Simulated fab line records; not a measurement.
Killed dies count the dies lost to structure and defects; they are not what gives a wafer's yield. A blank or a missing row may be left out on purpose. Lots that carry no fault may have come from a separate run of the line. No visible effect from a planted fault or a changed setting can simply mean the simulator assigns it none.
Struck lot and sound lot, side by side    flow n5-finfet    14 steps out of a route of 1938
Sound: the wafers L670.2, L670.4, L670.6. Struck: wafer L669.2. (L669.1, L669.6 of the same lot were not struck and are left out.) The cause comes at the end.
Order at every step that has rows: each side's tool, ch and its chambers, its first start. Under that, the readings that differ: sound wafers    struck wafers    difference of the means    sigmas: that difference in standard deviations of wafers without a fault.
alike: same words and numbers on both sides, and readings whose means sit less than 2 such deviations apart. not compared: any withheld reading, any reading some wafer has no value for, any bound like >300 that may hide the same value, and any number with overlapping values for which the record gives no deviation.
A row with sigmas, a row that says differs or no value, or rows on one side alone: a step with any of these is where the two part. Numbers that have no deviation but don't overlap get no sigmas and don't part them. A reading that every wafer of one side lacks parts them only if that side has two wafers or more.

first, 5 steps without rows for these wafers: N5_BEOL_M10_EBR_24; N5_BEOL_M10_SOFTBAKE_23 (time 60 s); N5_BEOL_M10_EXPOSE_25 (exposes mask V9); N5_BEOL_M10_PEB_26 (peb time 60 s); N5_BEOL_M10_DEVELOP_27 (develop time 30 s).
N5_BEOL_M10_CD_MEAS_28: target cd 70 nm.
  sound on cd-sem-03 ch 0, day 16 02:04; struck on cd-sem-02 ch 0, day 15 21:28
  alike: cd-nm
N5_BEOL_M10_OVL_MEAS_29:
  sound on overlay-02 ch 0, day 16 02:05; struck on overlay-01 ch 0, day 15 21:29
  alike: V9_OVL
N5_BEOL_M10_INSPECT_30: inspects for defects (brightfield).
  sound: defect-inspect-01 at day 16 02:07; struck: defect-inspect-01 at day 15 21:31
  alike: raw-defect-count
N5_BEOL_M10_DESCUM_33: chemistry O2, time 7.9 s.
  sound on rie-diel-02 ch 2,3, day 16 02:26; struck on rie-diel-05 ch 0, day 15 21:33
  alike: drypump-motor-current-A, oes-product-au, rf-vpp-V, showerhead-plenum-p-Torr, throttle-valve-pct
  not compared: rf-hours-counter-h
N5_BEOL_M10_ETCH_65: etches SiARC in CF4, target depth 39 nm, time 65 s.
  sound on rie-diel-02 ch 2,3, day 16 02:28; struck on rie-diel-05 ch 0, day 15 21:35
  alike: drypump-motor-current-A, etch-rf-on-time-s, oes-product-au, rf-vpp-V, showerhead-plenum-p-Torr, throttle-valve-pct
  not compared: rf-hours-counter-h
N5_BEOL_M10_ETCH_66: etches SOC in N2/H2, target depth 120 nm, overetch 24 nm, time 180 s.
  sound on rie-diel-02 ch 2,3, day 16 02:31; struck on rie-diel-05 ch 0, day 15 21:38
  alike: drypump-motor-current-A, h2-flow-sccm, oes-product-au, rf-vpp-V, run-length-s, showerhead-plenum-p-Torr, throttle-valve-pct
  not compared: rf-hours-counter-h
then, 1 step without rows for these wafers: N5_BEOL_M10_STRIP_69 (strips in N2/H2).
N5_BEOL_M10_VIA_ETCH_34: etches SiCOH lowk in C4F6/O2, target depth 184.5 nm, time 69.2 s.
  sound on rie-diel-02 ch 2,3, day 16 02:39; struck on rie-diel-05 ch 0, day 15 21:46
reading                   sound            struck  difference  sigmas
run-length-s (s)          92.7 92.5 93.1   99.7    +6.9        +17
model.etch.depth-nm (nm)  184 185.4 178.2  198.9   +16.4       
  alike: O2_flow_sccm, drypump-motor-current-A, oes-product-au, rf-vpp-V, showerhead-plenum-p-Torr, throttle-valve-pct
  not compared: rf-hours-counter-h, model.SOC_of_BEOL_M10_COAT_63.thk-nm
then, 1 step without rows for these wafers: N5_BEOL_M10_STRIP_73 (strips in C4F6/O2).

## WHERE THEY PART
Within this record, at N5_BEOL_M10_VIA_ETCH_34 only.

WHY: the cause the simulator had injected
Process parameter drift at N5_BEOL_M10_VIA_ETCH_34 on rie-diel-05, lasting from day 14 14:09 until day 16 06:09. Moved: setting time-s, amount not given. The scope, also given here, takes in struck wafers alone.
